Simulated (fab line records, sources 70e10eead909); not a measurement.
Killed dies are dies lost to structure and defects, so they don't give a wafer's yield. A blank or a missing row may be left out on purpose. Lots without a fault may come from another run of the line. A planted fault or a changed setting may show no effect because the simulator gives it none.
One fault seen from 2 desks | flow nand_harc | each desk has only its own numbers; what lay behind them comes last

THE TOOL OWNER'S DESK: lpcvd_poly-04
The tool's own readings at NHARC_A_CHANNEL_FILL_D1_CVD_09 (deposits poly-Si, target thk 150 nm, time 3000 s): means of the sampled wafers that have a number, for each lot that ran on this tool. A lot is out of limits, marked OUT, if its mean lies more than 4 standard deviations from the usual mean; the brackets give that distance.
Columns: A = pressure_mtorr at NHARC_A_CHANNEL_FILL_D1_CVD_09, usual 200.0 mTorr; B = run_length_s at NHARC_A_CHANNEL_FILL_D1_CVD_09, usual 3002.0 s; C = tube_center_temp_C at NHARC_A_CHANNEL_FILL_D1_CVD_09, usual 620 C
lot  | first seen here | A     | B      | C
L832 | day 10 18:02    | 200.3 | 3002.1 | 620
L833 | day 10 18:02    | 200.1 | 3001.9 | 620
L840 | day 14 02:26    | 200.0 | 3002.7 | 620
L842 | day 15 07:37    | 199.6 | 3002.0 | 620
L845 | day 16 08:25    | 200.1 | 3002.1 | 620
L851 | day 18 20:32    | 199.7 | 3001.9 | 620
This desk's finding: nothing out of limits on any of the 6 lots.

THE METROLOGY DESK
What the gauges read, lot by lot, whatever tool the lot ran on: means of the sampled wafers that have a number. A lot is out of limits, marked OUT, if its mean lies more than 4 standard deviations from the usual mean; the brackets give that distance.
Columns: A = cd_nm at NHARC_A_CHANNEL_HOLE_D1_CD_MEAS_30, usual 90.6 nm
lot  | first seen here | A
L832 | day 8 21:20     | 90.5
L833 | day 8 21:40     | 90.7
L835 | day 10 03:52    | 92.0
L837 | day 10 15:52    | 88.7
L836 | day 10 15:57    | 91.7
L839 | day 11 14:57    | 91.0
L840 | day 12 04:39    | 91.5
L842 | day 13 06:48    | 91.2
L843 | day 13 15:37    | 91.2
L844 | day 13 18:50    | 90.4
L845 | day 14 10:40    | 90.9
L851 | day 16 18:55    | 89.2
L852 | day 17 07:23    | 90.4
L853 | day 17 11:38    | 90.4
This desk's finding: nothing out of limits on any of the 14 lots.

PUT TOGETHER
The tool owner's desk saw nothing out of limits.
The metrology desk saw nothing out of limits.

WHAT THE SIMULATOR HAD PUT IN
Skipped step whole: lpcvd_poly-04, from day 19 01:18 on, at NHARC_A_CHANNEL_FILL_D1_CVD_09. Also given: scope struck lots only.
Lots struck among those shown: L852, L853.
